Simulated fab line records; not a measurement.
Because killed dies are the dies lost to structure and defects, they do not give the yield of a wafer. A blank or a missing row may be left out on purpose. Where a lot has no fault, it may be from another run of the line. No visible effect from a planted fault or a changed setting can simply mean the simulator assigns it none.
fab line records / flow nandHarc
[record] lots = 14 wafers = 40 lastDay = 25
route steps=1159 shown P_BONDPAD@377 A_ONON_D1@436 END@1159
lots that met no fault: taken from a fault-free run of the same line
startH: start of the lot's first displayed wafer, in hours after the record's first day / waitH: how many hours have passed since the lot's step before this one / " the same as in the row above / L1.1+2: a row that stands for several wafers / - no value, or no start was given / * or withheld: withheld / < > ~ a bound
route shown NAME@n: a module of which the file shows steps, and the number in the route of the first / usual: mean and standard deviation over wafers with no fault / same: alike in all rows / chamber/n: place in a boat / sites: readings site by site / _std_site: the values' standard deviation / _edge_site: mean of outer sites minus mean of inner sites / radiusMm: how far each site lies from the wafer's centre / mask NAME#n: copy n / behind: tool/chamber where the wafer was last shaped / hold: why the lot went on hold/how many hours it stayed there/how the hold came to an end / device: the transistor (n, p or np) that didn't switch / end of line: the tests these same wafers got at the end of their route / step lacking rows: just its recipe / killed: count of dies lost to structure and defects at first sort (not the wafer's yield) / map: shows each die of a wafer: x if killed, . if not, _ if none is there
set.NAME: the setting as run; set.NAME@STEP: as run at that earlier step / model.NAME: the simulator's own value behind a step, which no gauge read
a sample of lots followed through the steps of the route, with each step as a table and each wafer as a row
services: from which hour (startH, from the record's first day; less than 0 if before it) a tool's chamber was out of use, for how many hours, and why
[[steps]]
[step NHARC_P_BONDPAD_PVD_27]
[recipe] targetThkA = 300 chamberPressurePa = 5 powerW = 5000 substrateTempC = 30 timeS = 20.49 material = Cu
[usual] cathodeDcPowerW = 5000.1/0.89 throttleValvePct = 29.8/1.1
lot.wafer=L924.2 tool=pvdSputter-03 chamber=- startH=- waitH=- cathodeDcPowerW=4999.0 throttleValvePct=29.4
lot.wafer=L924.6 tool=pvdSputter-03 chamber=- startH=- waitH=- cathodeDcPowerW=5001.0 throttleValvePct=29.2
lot.wafer=L924.5 tool=pvdSputter-03 chamber=- startH=- waitH=- cathodeDcPowerW=5001.4 throttleValvePct=29.6
lot.wafer=L925.3 tool=pvdSputter-02 chamber=- startH=- waitH=- cathodeDcPowerW=4999.5 throttleValvePct=31.1
lot.wafer=L925.4 tool=pvdSputter-02 chamber=- startH=- waitH=- cathodeDcPowerW=5001.2 throttleValvePct=27.7
lot.wafer=L925.6 tool=pvdSputter-02 chamber=- startH=- waitH=- cathodeDcPowerW=4998.4 throttleValvePct=28.0
lot.wafer=L927.1 tool=pvdSputter-01 chamber=- startH=- waitH=- cathodeDcPowerW=4999.5 throttleValvePct=29.8
lot.wafer=L927.3 tool=pvdSputter-01 chamber=- startH=- waitH=- cathodeDcPowerW=4999.8 throttleValvePct=28.7
lot.wafer=L927.2 tool=pvdSputter-01 chamber=- startH=- waitH=- cathodeDcPowerW=4999.5 throttleValvePct=29.9
lot.wafer=L928.4 tool=pvdSputter-02 chamber=- startH=- waitH=- cathodeDcPowerW=5000.5 throttleValvePct=31.3
lot.wafer=L928.2 tool=pvdSputter-02 chamber=- startH=- waitH=- cathodeDcPowerW=4998.6 throttleValvePct=27.7
lot.wafer=L928.6 tool=pvdSputter-02 chamber=- startH=- waitH=- cathodeDcPowerW=4999.6 throttleValvePct=28.1
lot.wafer=L929.2 tool=pvdSputter-03 chamber=- startH=- waitH=- cathodeDcPowerW=5000.1 throttleValvePct=29.9
lot.wafer=L929.1 tool=pvdSputter-03 chamber=- startH=- waitH=- cathodeDcPowerW=4999.5 throttleValvePct=29.9
lot.wafer=L929.4 tool=pvdSputter-03 chamber=- startH=- waitH=- cathodeDcPowerW=4999.9 throttleValvePct=29.1
lot.wafer=L930.4 tool=pvdSputter-02 chamber=- startH=- waitH=- cathodeDcPowerW=5000.5 throttleValvePct=27.9
lot.wafer=L930.2 tool=pvdSputter-02 chamber=- startH=- waitH=- cathodeDcPowerW=5002.2 throttleValvePct=30.5
lot.wafer=L930.1 tool=pvdSputter-02 chamber=- startH=- waitH=- cathodeDcPowerW=4999.5 throttleValvePct=31.3
lot.wafer=L931.3 tool=pvdSputter-01 chamber=- startH=- waitH=- cathodeDcPowerW=4998.2 throttleValvePct=29.8
lot.wafer=L931.4 tool=pvdSputter-01 chamber=- startH=- waitH=- cathodeDcPowerW=4999.1 throttleValvePct=29.0
lot.wafer=L931.6 tool=pvdSputter-01 chamber=- startH=- waitH=- cathodeDcPowerW=5001.0 throttleValvePct=29.8
lot.wafer=L936.2 tool=pvdSputter-02 chamber=- startH=- waitH=- cathodeDcPowerW=5001.2 throttleValvePct=31.0
lot.wafer=L936.5 tool=pvdSputter-02 chamber=- startH=- waitH=- cathodeDcPowerW=5002.2 throttleValvePct=30.7
lot.wafer=L937.4 tool=pvdSputter-01 chamber=- startH=- waitH=- cathodeDcPowerW=4999.5 throttleValvePct=28.8
lot.wafer=L937.5 tool=pvdSputter-01 chamber=- startH=- waitH=- cathodeDcPowerW=4999.6 throttleValvePct=28.9
lot.wafer=L940.3 tool=pvdSputter-01 chamber=- startH=- waitH=- cathodeDcPowerW=4998.7 throttleValvePct=28.9
lot.wafer=L940.4 tool=pvdSputter-01 chamber=- startH=- waitH=- cathodeDcPowerW=5001.5 throttleValvePct=28.8
lot.wafer=L940.5 tool=pvdSputter-01 chamber=- startH=- waitH=- cathodeDcPowerW=5000.6 throttleValvePct=29.3
lot.wafer=L941.2 tool=pvdSputter-02 chamber=- startH=- waitH=- cathodeDcPowerW=4999.5 throttleValvePct=29.9
lot.wafer=L941.1 tool=pvdSputter-02 chamber=- startH=- waitH=- cathodeDcPowerW=4999.9 throttleValvePct=31.3
lot.wafer=L941.5 tool=pvdSputter-02 chamber=- startH=- waitH=- cathodeDcPowerW=4999.9 throttleValvePct=30.1
lot.wafer=L943.3 tool=pvdSputter-03 chamber=- startH=- waitH=- cathodeDcPowerW=4999.8 throttleValvePct=29.1
lot.wafer=L943.1 tool=pvdSputter-03 chamber=- startH=- waitH=- cathodeDcPowerW=5000.0 throttleValvePct=30.1
lot.wafer=L943.5 tool=pvdSputter-03 chamber=- startH=- waitH=- cathodeDcPowerW=5000.8 throttleValvePct=29.0
lot.wafer=L944.3 tool=pvdSputter-02 chamber=- startH=- waitH=- cathodeDcPowerW=4999.3 throttleValvePct=30.1
lot.wafer=L944.4 tool=pvdSputter-02 chamber=- startH=- waitH=- cathodeDcPowerW=4999.1 throttleValvePct=30.7
lot.wafer=L944.5 tool=pvdSputter-02 chamber=- startH=- waitH=- cathodeDcPowerW=5000.4 throttleValvePct=27.7
lot.wafer=L946.1 tool=pvdSputter-02 chamber=- startH=- waitH=- cathodeDcPowerW=4999.5 throttleValvePct=30.9
lot.wafer=L946.2 tool=pvdSputter-02 chamber=- startH=- waitH=- cathodeDcPowerW=4999.8 throttleValvePct=31.4
lot.wafer=L946.3 tool=pvdSputter-02 chamber=- startH=- waitH=- cathodeDcPowerW=5001.2 throttleValvePct=27.8
[step NHARC_P_BONDPAD_CMP_19]
[recipe] tOverpolishS = 30 cuRecessTouchS = 16 targetThkNm = 160.81
[usual] motorCurrentA = 11.9/0.82 overpolishRunS = 30.000/0.0092
lot.wafer=L924.2 tool=cmp-03 chamber=1 startH=140.76 waitH=- motorCurrentA=11.3 overpolishRunS=29.985
lot.wafer=L924.5 tool=cmp-03 chamber=1 startH=140.76 waitH=- motorCurrentA=12.5 overpolishRunS=30.008
lot.wafer=L924.6 tool=cmp-03 chamber=2 startH=140.76 waitH=- motorCurrentA=12.7 overpolishRunS=30.004
lot.wafer=L925.3 tool=cmp-03 chamber=1 startH=141.40 waitH=- motorCurrentA=12.2 overpolishRunS=29.994
lot.wafer=L925.4 tool=cmp-03 chamber=0 startH=141.40 waitH=- motorCurrentA=10.0 overpolishRunS=29.999
lot.wafer=L925.6 tool=cmp-03 chamber=1 startH=141.40 waitH=- motorCurrentA=11.7 overpolishRunS=29.993
lot.wafer=L927.1 tool=cmp-01 chamber=1 startH=144.04 waitH=- motorCurrentA=11.5 overpolishRunS=29.985
lot.wafer=L927.3 tool=cmp-01 chamber=3 startH=144.04 waitH=- motorCurrentA=11.6 overpolishRunS=29.998
lot.wafer=L927.2 tool=cmp-01 chamber=0 startH=144.04 waitH=- motorCurrentA=12.2 overpolishRunS=29.998
lot.wafer=L928.4 tool=cmp-04 chamber=2 startH=155.80 waitH=- motorCurrentA=11.3 overpolishRunS=29.997
lot.wafer=L928.2 tool=cmp-04 chamber=0 startH=155.80 waitH=- motorCurrentA=13.0 overpolishRunS=30.003
lot.wafer=L928.6 tool=cmp-04 chamber=2 startH=155.80 waitH=- motorCurrentA=10.8 overpolishRunS=30.001
lot.wafer=L929.2 tool=cmp-01 chamber=1 startH=159.58 waitH=- motorCurrentA=11.4 overpolishRunS=30.004
lot.wafer=L929.4 tool=cmp-01 chamber=2 startH=159.58 waitH=- motorCurrentA=12.8 overpolishRunS=29.995
lot.wafer=L929.1 tool=cmp-01 chamber=0 startH=159.58 waitH=- motorCurrentA=12.1 overpolishRunS=29.994
lot.wafer=L930.4 tool=cmp-03 chamber=0 startH=172.14 waitH=- motorCurrentA=9.9 overpolishRunS=30.008
lot.wafer=L930.1 tool=cmp-03 chamber=2 startH=172.14 waitH=- motorCurrentA=12.4 overpolishRunS=30.006
lot.wafer=L930.2 tool=cmp-03 chamber=3 startH=172.14 waitH=- motorCurrentA=12.2 overpolishRunS=30.002
lot.wafer=L931.3 tool=cmp-01 chamber=1 startH=178.08 waitH=- motorCurrentA=11.7 overpolishRunS=30.008
lot.wafer=L931.4 tool=cmp-01 chamber=2 startH=178.08 waitH=- motorCurrentA=13.2 overpolishRunS=29.981
lot.wafer=L931.6 tool=cmp-01 chamber=2 startH=178.08 waitH=- motorCurrentA=12.5 overpolishRunS=30.003
lot.wafer=L936.2 tool=cmp-03 chamber=1 startH=206.27 waitH=- motorCurrentA=11.3 overpolishRunS=30.017
lot.wafer=L936.5 tool=cmp-03 chamber=1 startH=206.27 waitH=- motorCurrentA=11.6 overpolishRunS=29.984
lot.wafer=L937.4 tool=cmp-01 chamber=2 startH=214.26 waitH=- motorCurrentA=12.5 overpolishRunS=30.005
lot.wafer=L937.5 tool=cmp-01 chamber=1 startH=214.26 waitH=- motorCurrentA=11.4 overpolishRunS=30.005
lot.wafer=L940.3 tool=cmp-01 chamber=3 startH=230.56 waitH=- motorCurrentA=11.2 overpolishRunS=30.002
lot.wafer=L940.4 tool=cmp-01 chamber=1 startH=230.56 waitH=- motorCurrentA=11.9 overpolishRunS=30.003
lot.wafer=L940.5 tool=cmp-01 chamber=3 startH=230.56 waitH=- motorCurrentA=11.0 overpolishRunS=30.023
lot.wafer=L941.1 tool=cmp-04 chamber=3 startH=235.45 waitH=- motorCurrentA=11.3 overpolishRunS=29.973
lot.wafer=L941.2 tool=cmp-04 chamber=0 startH=235.45 waitH=- motorCurrentA=13.7 overpolishRunS=29.990
lot.wafer=L941.5 tool=cmp-04 chamber=3 startH=235.45 waitH=- motorCurrentA=11.5 overpolishRunS=29.998
lot.wafer=L943.3 tool=cmp-01 chamber=2 startH=240.87 waitH=- motorCurrentA=13.9 overpolishRunS=30.002
lot.wafer=L943.1 tool=cmp-01 chamber=0 startH=240.87 waitH=- motorCurrentA=12.4 overpolishRunS=30.006
lot.wafer=L943.5 tool=cmp-01 chamber=1 startH=240.87 waitH=- motorCurrentA=11.6 overpolishRunS=30.005
lot.wafer=L944.4 tool=cmp-01 chamber=1 startH=250.20 waitH=- motorCurrentA=11.9 overpolishRunS=30.007
lot.wafer=L944.3 tool=cmp-01 chamber=2 startH=250.20 waitH=- motorCurrentA=13.1 overpolishRunS=29.995
lot.wafer=L944.5 tool=cmp-01 chamber=2 startH=250.20 waitH=- motorCurrentA=12.9 overpolishRunS=30.002
lot.wafer=L946.2 tool=cmp-04 chamber=3 startH=259.79 waitH=- motorCurrentA=12.0 overpolishRunS=30.013
lot.wafer=L946.3 tool=cmp-04 chamber=1 startH=259.79 waitH=- motorCurrentA=12.9 overpolishRunS=29.997
lot.wafer=L946.1 tool=cmp-04 chamber=2 startH=259.79 waitH=- motorCurrentA=11.0 overpolishRunS=29.996
[step NHARC_A_ONON_D1_DEP_16]
[recipe] targetThkA = 10000 n2FlowSccm = 2750 n2oFlowSccm = 2000 nh3FlowSccm = 500 sih4FlowSccm = 210 tempC = 400
lot.wafer=L927.1+2+3 tool=pecvdOnon-04 chamber=0 startH=174.69 waitH=0.1
lot.wafer=L925.3+4+6 tool=pecvdOnon-03 chamber=0 startH=174.79 waitH=0.2
lot.wafer=L924.2+5+6 tool=pecvdOnon-03 chamber=0 startH=175.08 waitH=0.5
lot.wafer=L929.1+2+4 tool=pecvdOnon-04 chamber=0 startH=190.21 waitH=0.1
lot.wafer=L928.2+4+6 tool=pecvdOnon-02 chamber=0 startH=190.27 waitH=0.1
lot.wafer=L930.1+2+4 tool=pecvdOnon-02 chamber=0 startH=209.30 waitH=0.1
lot.wafer=L931.3+4+6 tool=pecvdOnon-03 chamber=0 startH=209.43 waitH=0.2
lot.wafer=L936.2+5 tool=pecvdOnon-03 chamber=0 startH=240.25 waitH=0.5
lot.wafer=L937.4+5 tool=pecvdOnon-03 chamber=0 startH=253.57 waitH=0.2
lot.wafer=L940.3+4+5 tool=pecvdOnon-02 chamber=0 startH=261.11 waitH=0.2
lot.wafer=L941.1+2+5 tool=pecvdOnon-02 chamber=0 startH=270.35 waitH=0.1
lot.wafer=L943.1+3+5 tool=pecvdOnon-02 chamber=0 startH=274.19 waitH=0.1
lot.wafer=L944.3+4+5 tool=pecvdOnon-04 chamber=0 startH=284.86 waitH=0.2
lot.wafer=L946.1+2+3 tool=pecvdOnon-04 chamber=0 startH=293.03 waitH=0.1
[step NHARC_A_ONON_D1_THK_MEAS_18]
[recipe] thkMeasGauge = ellipsometry
[usual] thkNm = 1003/10
lot.wafer=L925.3 tool=filmMetro-02 chamber=- startH=175.19 waitH=- thkNm=1012
lot.wafer=L925.4 tool=filmMetro-02 chamber=- startH=175.19 waitH=- thkNm=1013
lot.wafer=L925.6 tool=filmMetro-02 chamber=- startH=175.19 waitH=- thkNm=1013
lot.wafer=L927.1 tool=filmMetro-01 chamber=- startH=175.20 waitH=- thkNm=995
lot.wafer=L927.2 tool=filmMetro-01 chamber=- startH=175.20 waitH=- thkNm=994
lot.wafer=L927.3 tool=filmMetro-01 chamber=- startH=175.20 waitH=- thkNm=994
lot.wafer=L924.2 tool=filmMetro-01 chamber=- startH=175.54 waitH=- thkNm=1014
lot.wafer=L924.5 tool=filmMetro-01 chamber=- startH=175.54 waitH=- thkNm=1012
lot.wafer=L924.6 tool=filmMetro-01 chamber=- startH=175.54 waitH=- thkNm=1013
lot.wafer=L929.1 tool=filmMetro-01 chamber=- startH=190.73 waitH=- thkNm=1000
lot.wafer=L929.2 tool=filmMetro-01 chamber=- startH=190.73 waitH=- thkNm=1000
lot.wafer=L929.4 tool=filmMetro-01 chamber=- startH=190.73 waitH=- thkNm=1001
lot.wafer=L928.2 tool=filmMetro-02 chamber=- startH=190.75 waitH=- thkNm=999
lot.wafer=L928.4 tool=filmMetro-02 chamber=- startH=190.75 waitH=- thkNm=998
lot.wafer=L928.6 tool=filmMetro-02 chamber=- startH=190.75 waitH=- thkNm=998
lot.wafer=L930.1 tool=filmMetro-02 chamber=- startH=209.81 waitH=- thkNm=1001
lot.wafer=L930.2 tool=filmMetro-02 chamber=- startH=209.81 waitH=- thkNm=1001
lot.wafer=L930.4 tool=filmMetro-02 chamber=- startH=209.81 waitH=- thkNm=1000
lot.wafer=L931.3 tool=filmMetro-02 chamber=- startH=209.82 waitH=- thkNm=993
lot.wafer=L931.4 tool=filmMetro-02 chamber=- startH=209.82 waitH=- thkNm=992
lot.wafer=L931.6 tool=filmMetro-02 chamber=- startH=209.82 waitH=- thkNm=995
lot.wafer=L936.2 tool=filmMetro-02 chamber=- startH=240.71 waitH=- thkNm=1552
lot.wafer=L936.5 tool=filmMetro-02 chamber=- startH=240.71 waitH=- thkNm=1020
lot.wafer=L937.4 tool=filmMetro-02 chamber=- startH=253.91 waitH=- thkNm=1527
lot.wafer=L937.5 tool=filmMetro-02 chamber=- startH=253.91 waitH=- thkNm=993
lot.wafer=L940.3 tool=filmMetro-01 chamber=- startH=261.50 waitH=- thkNm=1019
lot.wafer=L940.4 tool=filmMetro-01 chamber=- startH=261.50 waitH=- thkNm=1020
lot.wafer=L940.5 tool=filmMetro-01 chamber=- startH=261.50 waitH=- thkNm=1019
lot.wafer=L941.1 tool=filmMetro-01 chamber=- startH=270.87 waitH=- thkNm=992
lot.wafer=L941.2 tool=filmMetro-01 chamber=- startH=270.87 waitH=- thkNm=992
lot.wafer=L941.5 tool=filmMetro-01 chamber=- startH=270.87 waitH=- thkNm=992
lot.wafer=L943.1 tool=filmMetro-02 chamber=- startH=274.70 waitH=- thkNm=1006
lot.wafer=L943.3 tool=filmMetro-02 chamber=- startH=274.70 waitH=- thkNm=1006
lot.wafer=L943.5 tool=filmMetro-02 chamber=- startH=274.70 waitH=- thkNm=1006
lot.wafer=L944.3 tool=filmMetro-01 chamber=- startH=285.26 waitH=- thkNm=995
lot.wafer=L944.4 tool=filmMetro-01 chamber=- startH=285.26 waitH=- thkNm=996
lot.wafer=L944.5 tool=filmMetro-01 chamber=- startH=285.26 waitH=- thkNm=995
lot.wafer=L946.1 tool=filmMetro-02 chamber=- startH=293.54 waitH=- thkNm=1001
lot.wafer=L946.2 tool=filmMetro-02 chamber=- startH=293.54 waitH=- thkNm=1004
lot.wafer=L946.3 tool=filmMetro-02 chamber=- startH=293.54 waitH=- thkNm=1003
[step NHARC_A_ONON_D1_INSPECT_32]
[usual] rawDefectCount = 68/21
lot.wafer=L925.3 tool=defectInspect-02 chamber=- startH=178.15 waitH=0.0 rawDefectCount=75
lot.wafer=L925.4 tool=defectInspect-02 chamber=- startH=178.15 waitH=0.0 rawDefectCount=97
lot.wafer=L925.6 tool=defectInspect-02 chamber=- startH=178.15 waitH=0.0 rawDefectCount=77
lot.wafer=L927.1 tool=defectInspect-02 chamber=- startH=178.22 waitH=0.0 rawDefectCount=55
lot.wafer=L927.2 tool=defectInspect-02 chamber=- startH=178.22 waitH=0.0 rawDefectCount=100
lot.wafer=L927.3 tool=defectInspect-02 chamber=- startH=178.22 waitH=0.0 rawDefectCount=73
lot.wafer=L924.2 tool=defectInspect-02 chamber=- startH=178.40 waitH=0.0 rawDefectCount=51
lot.wafer=L924.5 tool=defectInspect-02 chamber=- startH=178.40 waitH=0.0 rawDefectCount=37
lot.wafer=L924.6 tool=defectInspect-02 chamber=- startH=178.40 waitH=0.0 rawDefectCount=52
lot.wafer=L928.2 tool=defectInspect-02 chamber=- startH=193.60 waitH=0.0 rawDefectCount=33
lot.wafer=L928.4 tool=defectInspect-02 chamber=- startH=193.60 waitH=0.0 rawDefectCount=50
lot.wafer=L928.6 tool=defectInspect-02 chamber=- startH=193.60 waitH=0.0 rawDefectCount=61
lot.wafer=L929.1 tool=defectInspect-01 chamber=- startH=193.66 waitH=0.0 rawDefectCount=52
lot.wafer=L929.2 tool=defectInspect-01 chamber=- startH=193.66 waitH=0.0 rawDefectCount=49
lot.wafer=L929.4 tool=defectInspect-01 chamber=- startH=193.66 waitH=0.0 rawDefectCount=100
lot.wafer=L930.1 tool=defectInspect-01 chamber=- startH=212.83 waitH=0.0 rawDefectCount=40
lot.wafer=L930.2 tool=defectInspect-01 chamber=- startH=212.83 waitH=0.0 rawDefectCount=81
lot.wafer=L930.4 tool=defectInspect-01 chamber=- startH=212.83 waitH=0.0 rawDefectCount=74
lot.wafer=L931.3 tool=defectInspect-02 chamber=- startH=212.96 waitH=0.0 rawDefectCount=109
lot.wafer=L931.4 tool=defectInspect-02 chamber=- startH=212.96 waitH=0.0 rawDefectCount=60
lot.wafer=L931.6 tool=defectInspect-02 chamber=- startH=212.96 waitH=0.0 rawDefectCount=54
lot.wafer=L936.2 tool=defectInspect-01 chamber=- startH=243.64 waitH=0.0 rawDefectCount=82
lot.wafer=L936.5 tool=defectInspect-01 chamber=- startH=243.64 waitH=0.0 rawDefectCount=73
lot.wafer=L937.4 tool=defectInspect-02 chamber=- startH=257.03 waitH=0.0 rawDefectCount=104
lot.wafer=L937.5 tool=defectInspect-02 chamber=- startH=257.03 waitH=0.0 rawDefectCount=122
lot.wafer=L940.3 tool=defectInspect-01 chamber=- startH=264.31 waitH=0.0 rawDefectCount=55
lot.wafer=L940.4 tool=defectInspect-01 chamber=- startH=264.31 waitH=0.0 rawDefectCount=46
lot.wafer=L940.5 tool=defectInspect-01 chamber=- startH=264.31 waitH=0.0 rawDefectCount=93
lot.wafer=L941.1 tool=defectInspect-02 chamber=- startH=273.66 waitH=0.0 rawDefectCount=37
lot.wafer=L941.2 tool=defectInspect-02 chamber=- startH=273.66 waitH=0.0 rawDefectCount=41
lot.wafer=L941.5 tool=defectInspect-02 chamber=- startH=273.66 waitH=0.0 rawDefectCount=60
lot.wafer=L943.1 tool=defectInspect-02 chamber=- startH=277.50 waitH=0.0 rawDefectCount=71
lot.wafer=L943.3 tool=defectInspect-02 chamber=- startH=277.50 waitH=0.0 rawDefectCount=78
lot.wafer=L943.5 tool=defectInspect-02 chamber=- startH=277.50 waitH=0.0 rawDefectCount=64
lot.wafer=L944.3 tool=defectInspect-01 chamber=- startH=288.24 waitH=0.0 rawDefectCount=52
lot.wafer=L944.4 tool=defectInspect-01 chamber=- startH=288.24 waitH=0.0 rawDefectCount=80
lot.wafer=L944.5 tool=defectInspect-01 chamber=- startH=288.24 waitH=0.0 rawDefectCount=56
lot.wafer=L946.1 tool=defectInspect-01 chamber=- startH=296.59 waitH=0.0 rawDefectCount=83
lot.wafer=L946.2 tool=defectInspect-01 chamber=- startH=296.59 waitH=0.0 rawDefectCount=86
lot.wafer=L946.3 tool=defectInspect-01 chamber=- startH=296.59 waitH=0.0 rawDefectCount=70
[step NHARC_END_SORT_01]
[recipe] tempC = 25
[usual] killedAtArray = 28/9.1 killedAtOther = 0.6/0.87 killedAtPeriphery = 3.4/2.7 killedDies = 32/9 killedOpen = 3.2/1.9 killedShort = 2.0/1.3
[same] grossDies = 677
lot.wafer=L936.2 tool=prober-02 chamber=0 startH=526.31 waitH=2.8 killedAtArray=676 killedAtOther=0 killedAtPeriphery=1 killedDies=677 killedOpen=1 killedShort=3
lot.wafer=L936.5 tool=prober-02 chamber=0 startH=528.73 waitH=3.7 killedAtArray=25 killedAtOther=0 killedAtPeriphery=1 killedDies=26 killedOpen=4 killedShort=2
lot.wafer=L937.4 tool=prober-02 chamber=0 startH=574.78 waitH=3.4 killedAtArray=670 killedAtOther=2 killedAtPeriphery=5 killedDies=677 killedOpen=1 killedShort=4
lot.wafer=L937.5 tool=prober-02 chamber=0 startH=575.57 waitH=3.7 killedAtArray=35 killedAtOther=2 killedAtPeriphery=5 killedDies=42 killedOpen=2 killedShort=5
// killed by level:class
L936.2 A_ONON_D1:areaDep=648 A_SLIT:chamberFilmFlake=14 A_CHANNEL_HOLE_D1:chamberFilmFlake=3 A_CHANNEL_FILL_D1:chamberFilmFlake=3 A_CONTACT:chamberFilmFlake=2 A_ONON_D1:geometricParticle:short=1 A_CHANNEL_HOLE_D1:geometricParticle:short=1 A_WL_FILL:geometricParticle:short=1
L936.5 A_SLIT:chamberFilmFlake=12 A_STAIRCASE:chamberFilmFlake=3 A_CHANNEL_HOLE_D1:chamberFilmFlake=2 A_STAIRCASE:geometricParticle:short=1 A_WL_FILL:geometricParticle:open=1 A_WL_FILL:geometricParticle:short=1 A_CONTACT:geometricParticle:open=1 A_M0:geometricParticle:open=1
L937.4 A_ONON_D1:areaDep=633 A_SLIT:chamberFilmFlake=14 A_CHANNEL_HOLE_D1:chamberFilmFlake=8 A_BONDPAD:chamberFilmFlake=5 P_M0:chamberFilmFlake=4 A_STAIRCASE:chamberFilmFlake=3 A_CONTACT:chamberFilmFlake=2 THIN_TSV:chamberFilmFlake=2
L937.5 A_SLIT:chamberFilmFlake=14 A_CHANNEL_HOLE_D1:chamberFilmFlake=4 P_M0:chamberFilmFlake=3 A_STAIRCASE:chamberFilmFlake=3 A_BONDPAD:chamberFilmFlake=3 A_WL_FILL:geometricParticle:short=2 A_WL_FILL:chamberFilmFlake=2 A_CONTACT:chamberFilmFlake=2
[[services]]
tool=cmp-04 chamber=- startH=130.01 hours=5.3 kind=repair
tool=cmp-01 chamber=- startH=131.74 hours=0.9 kind=repair
tool=cmp-03 chamber=- startH=133.03 hours=1.4 kind=repair
tool=pecvdOnon-03 chamber=- startH=153.00 hours=13.0 kind=pm
tool=cmp-03 chamber=- startH=156.08 hours=4.0 kind=pm
tool=pvdSputter-01 chamber=- startH=158.00 hours=10.0 kind=pm
tool=cmp-01 chamber=- startH=163.13 hours=1.7 kind=repair
tool=pvdSputter-03 chamber=- startH=167.14 hours=8.3 kind=repair
tool=cmp-01 chamber=- startH=179.50 hours=4.0 kind=pm
tool=cmp-01 chamber=- startH=183.50 hours=- kind=consumableReplace:conditioner
tool=cmp-04 chamber=- startH=188.24 hours=2.3 kind=repair
tool=cmp-01 chamber=- startH=193.37 hours=1.4 kind=repair
tool=cmp-04 chamber=- startH=203.01 hours=4.0 kind=pm
tool=pvdSputter-02 chamber=- startH=214.01 hours=10.0 kind=pm
tool=cmp-01 chamber=- startH=215.43 hours=0.3 kind=repair
tool=cmp-03 chamber=- startH=221.52 hours=0.7 kind=repair
tool=pecvdOnon-04 chamber=- startH=237.09 hours=13.0 kind=pm
tool=cmp-03 chamber=- startH=247.11 hours=12.9 kind=repair
tool=pvdSputter-03 chamber=- startH=254.24 hours=3.1 kind=repair
tool=cmp-04 chamber=- startH=256.81 hours=2.7 kind=repair
tool=cmp-01 chamber=- startH=277.50 hours=4.0 kind=pm
tool=pvdSputter-03 chamber=- startH=280.04 hours=10.0 kind=pm
tool=cmp-03 chamber=- startH=281.40 hours=4.7 kind=repair
tool=pecvdOnon-02 chamber=- startH=292.17 hours=13.0 kind=pm
[[key]]
[firstSign] step = NHARC_A_ONON_D1_THK_MEAS_18 reading = thkNm direction = up sigmas = 52 usual = 1003 struck = 1540
[effect] step = NHARC_END_SORT_01 reading = killedDies direction = up sigmas = 72 usual = 32 struck = 677
[moreKillsBornAt] NHARC_A_ONON_D1_DEP_16@pecvdOnon-03 = 1281
metAt NHARC_A_ONON_D1_DEP_16
struckLots L936,L937
struckWafers L936.2,L937.4
laterRowsLeftOut L936.2,L937.4
testerLeftOut L936,L937
notActingAt NHARC_P_BONDPAD_PVD_27,NHARC_P_BONDPAD_CMP_19,NHARC_A_ONON_D1_INSPECT_32
onsetBetween 209.43 240.25
[fault] kind = processParameterDrift tool = pecvdOnon-03 chamber = - onsetH = 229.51 steps = NHARC_A_ONON_D1_DEP_16 channel = targetThkA offset = * shape = step endH = 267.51 scope = struckWafersOnly actsIn = * stated = *
// testerLeftOut: of these lots the tester's yield and bins aren't shown, on N5 and GAA mostly nor the transistor test; their killed dies are dies lost to structure and defects alone, not to doping, threshold or leakage, so they don't give the yield
// laterRowsLeftOut: the simulator's readings of these wafers behind a module that went badly wrong aren't trusted and aren't shown, but for the sort
